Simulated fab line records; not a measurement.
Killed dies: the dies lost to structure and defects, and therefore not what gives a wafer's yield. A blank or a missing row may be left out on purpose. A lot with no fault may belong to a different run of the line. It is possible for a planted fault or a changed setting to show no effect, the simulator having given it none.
What tool caused it? + flow nand harc + Sampling: 6 lots, 18 wafers, 5 of 1159 route steps

## WHAT THE GAUGES READ, wafer by wafer
NHARC_END_SORT_01.
| lot  | measured     | on        | killed at other |
|------|--------------|-----------|-----------------|
| L852 | day 20 11:32 | prober-02 | 0 0 0           |
| L858 | day 21 10:37 | prober-02 | 0 0 0           |
| L861 | day 21 18:31 | prober-01 | 0 0 1           |
| L865 | day 23 03:14 | prober-01 | 0 0 1           |
| L867 | day 23 15:24 | prober-02 | 0 0 1           |
| L870 | day 24 15:02 | prober-02 | 0 2 0           |

## WHICH TOOL RAN EACH LOT (tool, then ch and the chambers of the sampled wafers, then the start)
| lot  | NHARC_THIN_TSV_ETCH_44             | NHARC_THIN_TSV_ETCHBACK_48         | NHARC_THIN_TSV_DEGAS_49      | NHARC_THIN_TSV_ANNEAL_52         |
|------|------------------------------------|------------------------------------|------------------------------|----------------------------------|
| L852 | rie diel-01 ch 0,1,2, day 19 07:43 | rie diel-13 ch 1,2,3, day 19 09:55 | pvd sputter-03, day 19 10:23 | rtp anneal-02 ch 0, day 19 11:38 |
| L858 | rie diel-01 ch 1,3, day 20 17:32   | rie diel-13 ch 1,2,3, day 20 19:39 | pvd sputter-01, day 20 20:07 | rtp anneal-02 ch 0, day 20 21:20 |
| L861 | rie diel-13 ch 1,3, day 21 03:30   | rie diel-13 ch 0,1,2, day 21 05:46 | pvd sputter-03, day 21 06:13 | rtp anneal-01 ch 0, day 21 07:37 |
| L865 | rie diel-13 ch 0,1,2, day 21 23:23 | rie diel-01 ch 0,2,3, day 22 02:30 | pvd sputter-03, day 22 03:32 | rtp anneal-01 ch 0, day 22 04:46 |
| L867 | rie diel-13 ch 0,1,3, day 23 00:20 | rie diel-13 ch 0,1,2, day 23 02:18 | pvd sputter-03, day 23 02:50 | rtp anneal-01 ch 0, day 23 04:04 |
| L870 | rie diel-13 ch 0,1,2, day 24 00:34 | rie diel-13 ch 1,2,3, day 24 02:43 | pvd sputter-01, day 24 03:13 | rtp anneal-02 ch 0, day 24 04:23 |
- NHARC_THIN_TSV_ETCH_44: etches the open film in CF4/O2, target depth 1594.2 nm, time 797.1 s.
- NHARC_THIN_TSV_ETCHBACK_48: etches the open film in C4F8/Ar, target depth 1028.5 nm, time 405.17 s.
- NHARC_THIN_TSV_DEGAS_49: time 120 s.
- NHARC_THIN_TSV_ANNEAL_52: time 90 s.

## THE ANSWER, worked out from the rows above alone
Rule: the usual values come from the lots themselves. The widest of any qualifying gaps counts: lots, ordered by their means at a reading, are off when they make up no more than a third of the lots, leave a main group of 4 or more, and stand apart from it by 3 or more times the standard deviation of that group's means. A main group whose means are all the same, to the digits that the tables above print for the reading, isn't used. Also off: a lot with no number at a reading for which 4 or more lots have one. Where the step has rows for the other lots, those lots are counted as sound.
Across all readings shown, no lot is off: no conclusion can be drawn from this.

## WHAT THE SIMULATOR HAD PUT IN
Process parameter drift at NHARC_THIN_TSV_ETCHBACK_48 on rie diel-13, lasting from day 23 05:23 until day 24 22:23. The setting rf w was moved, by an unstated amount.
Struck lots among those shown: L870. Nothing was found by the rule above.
